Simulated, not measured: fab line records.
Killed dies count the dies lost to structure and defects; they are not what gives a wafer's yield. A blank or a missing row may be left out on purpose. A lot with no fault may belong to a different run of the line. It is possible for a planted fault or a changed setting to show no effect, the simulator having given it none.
Chamber matching + flow n5Finfet + rieDiel-04 running N5_BEOL_M0_ETCH_128: 4 sister chambers
The step etches SiCN in CF4/N2, target depth 12 nm, overetch 5.1 nm, time 21.4 s. 4 wafers are shown with their chamber, then 10 later ones without.

== WAFERS PAIRED WITH THEIR CHAMBERS ==
| wafer  | chamber | drypumpMotorCurrentA (A) |
|--------|---------|--------------------------|
| L089.4 | 2       | 4.7                      |
| L089.6 | 1       | 5.4                      |
| L093.2 | 3       | 5.5                      |
| L093.4 | 0       | 6.2                      |

== WAFERS WITH NO CHAMBER GIVEN ==
| wafer  | drypumpMotorCurrentA (A) |
|--------|--------------------------|
| L093.5 | 5.5                      |
| L091.2 | 5.4                      |
| L091.4 | 6.1                      |
| L091.5 | 6.1                      |
| L095.2 | 6.1                      |
| L095.3 | 5.5                      |
| L095.5 | 5.5                      |
| L096.2 | 5.4                      |
| L096.4 | 4.8                      |
| L096.6 | 4.7                      |

== WHICH CHAMBER EACH ONE RAN IN ==
| wafer  | from the rows above     | in truth |
|--------|-------------------------|----------|
| L093.5 | can't be placed: 3 or 1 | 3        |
| L091.2 | can't be placed: 1 or 3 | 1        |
| L091.4 | 0                       | 0        |
| L091.5 | 0                       | 0        |
| L095.2 | 0                       | 0        |
| L095.3 | can't be placed: 3 or 1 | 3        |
| L095.5 | can't be placed: 3 or 1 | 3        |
| L096.2 | can't be placed: 1 or 3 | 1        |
| L096.4 | 2                       | 2        |
| L096.6 | 2                       | 2        |
5 of 10 placed correctly. Not placeable from these rows: 5 (in 5, the candidates include the true chamber). 0 placed wrongly.
How it was worked out, from the rows above alone: a wafer's distance from a chamber is the root of the sum, over the readings, of the square of ((its reading less the chamber's mean) divided by the reading's scatter). If the next closest chamber is less than 2 further off than the closest, the wafer can't be placed; otherwise it belongs to the closest. For every chamber, the mean is computed from those of its wafers that are shown. The scatter: with one shown wafer a chamber, the root of the mean of the squares of how far each hidden wafer lies from its nearest shown one.
